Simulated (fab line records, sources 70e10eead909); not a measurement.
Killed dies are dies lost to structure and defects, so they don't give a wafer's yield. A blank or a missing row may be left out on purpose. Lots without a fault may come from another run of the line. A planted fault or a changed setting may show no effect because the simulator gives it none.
Chamber matching | flow nand_harc | NHARC_A_WL_FILL_ALD_02 on ald_metal-04: 4 sister chambers
The step deposits TiN, target thk 2 nm, pulse time 3 s, ald cycles 100. 4 wafers are shown with their chamber, then 7 later ones without.

WAFERS WITH THEIR CHAMBER
wafer  | chamber | heater_power_w (W)
L077.6 | 2       | 985
L087.1 | 1       | 1078
L091.1 | 3       | 1049
L091.4 | 0       | 1061

WAFERS WITHOUT THEIR CHAMBER
wafer  | heater_power_w (W)
L091.6 | 1073
L092.2 | 1053
L092.3 | 1050
L092.5 | 971
L095.2 | 982
L095.4 | 1087
L095.5 | 1084

WHICH CHAMBER EACH WENT THROUGH
wafer  | from the rows above     | in truth
L091.6 | can't be placed: 1 or 0 | 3
L092.2 | can't be placed: 3 or 0 | 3
L092.3 | can't be placed: 3 or 0 | 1
L092.5 | 2                       | 2
L095.2 | 2                       | 2
L095.4 | 1                       | 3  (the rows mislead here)
L095.5 | 1                       | 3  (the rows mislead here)
Placed correctly: 2 of 7. Can't be placed from these rows: 3 (the true chamber is among the candidates in 1). Placed wrongly: 2.
How it was worked out, from the rows above alone: a wafer's distance from a chamber is the root of the sum, over the readings, of the square of ((its reading less the chamber's mean) divided by the reading's scatter). The wafer belongs to the nearest chamber; if the next one is less than 2 further off, it can't be placed. A chamber's mean is the mean of its shown wafers. The scatter: with one shown wafer a chamber, the root of the mean of the squares of how far each hidden wafer lies from its nearest shown one.
